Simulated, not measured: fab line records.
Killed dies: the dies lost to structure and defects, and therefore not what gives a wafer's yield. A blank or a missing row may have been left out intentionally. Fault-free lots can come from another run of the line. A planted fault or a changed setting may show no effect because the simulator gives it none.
Chamber matching | flow n5Finfet | 3 sister chambers for N5_BEOL_M15_ILD_DEP_00 on pecvd-02
The step deposits SiO2 from TEOS/O2, target thk 1629.3 nm, time 346.1 s. 14 wafers are shown with their chamber, then 7 later ones without.

== WAFERS WITH THEIR CHAMBER ==
wafer  | chamber | throttleValvePct (%) | showerheadPlenumPTorr (Torr) | heaterPowerW (W)
L737.1 | 1       | 20.0                 | 8.31                         | 513
L737.4 | 0       | 20.7                 | 8.28                         | 784
L737.6 | 1       | 19.9                 | 8.32                         | 416
L746.2 | 0       | 20.9                 | 8.26                         | 706
L746.5 | 1       | 19.7                 | 8.32                         | 550
L746.6 | 0       | 21.0                 | 8.25                         | 776
L748.2 | 0       | 20.5                 | 8.28                         | 806
L748.3 | 2       | 17.5                 | 8.38                         | 461
L748.6 | 2       | 17.4                 | 8.38                         | 331
L751.1 | 2       | 17.2                 | 8.36                         | 386
L751.5 | 1       | 19.9                 | 8.35                         | 562
L751.6 | 2       | 17.4                 | 8.39                         | 436
L753.2 | 1       | 19.9                 | 8.33                         | 476
L753.4 | 0       | 20.7                 | 8.28                         | 632

SIGNATURES, as means of the wafers listed above
reading               | chamber 0 | chamber 1 | chamber 2 | scatter within a chamber
throttleValvePct      | 20.760    | 19.880    | 17.375    | 0.15
showerheadPlenumPTorr | 8.2700    | 8.3260    | 8.3775    | 0.0141
heaterPowerW          | 740.80    | 503.40    | 403.50    | 63.5
Rule: a wafer lies at a distance from a chamber equal to the root of the sum of squares, over the readings, of (its reading less the chamber's mean, divided by the reading's scatter). The wafer belongs to the nearest chamber; if the next one is less than 2 further off, it can't be placed. The scatter: take each reading less its chamber's mean, square it, sum over the shown wafers, divide by the number of wafers less the number of chambers, and take the root.

== WAFERS WHOSE CHAMBER IS MISSING ==
wafer  | throttleValvePct (%) | showerheadPlenumPTorr (Torr) | heaterPowerW (W)
L753.5 | 19.8                 | 8.34                         | 547
L754.1 | 17.4                 | 8.36                         | 407
L754.3 | 19.8                 | 8.33                         | 472
L754.6 | 17.5                 | 8.34                         | 452
L755.3 | 19.9                 | 8.31                         | 511
L755.4 | 17.6                 | 8.38                         | 323
L755.6 | 19.9                 | 8.32                         | 414

== EACH ONE'S CHAMBER ==
wafer  | from the rows above | in truth
L753.5 | 1                   | 1
L754.1 | 2                   | 2
L754.3 | 1                   | 1
L754.6 | 2                   | 2
L755.3 | 1                   | 1
L755.4 | 2                   | 2
L755.6 | 1                   | 1
7 of 7 placed correctly. Left unplaced by these rows: 0. Number placed wrongly: 0.
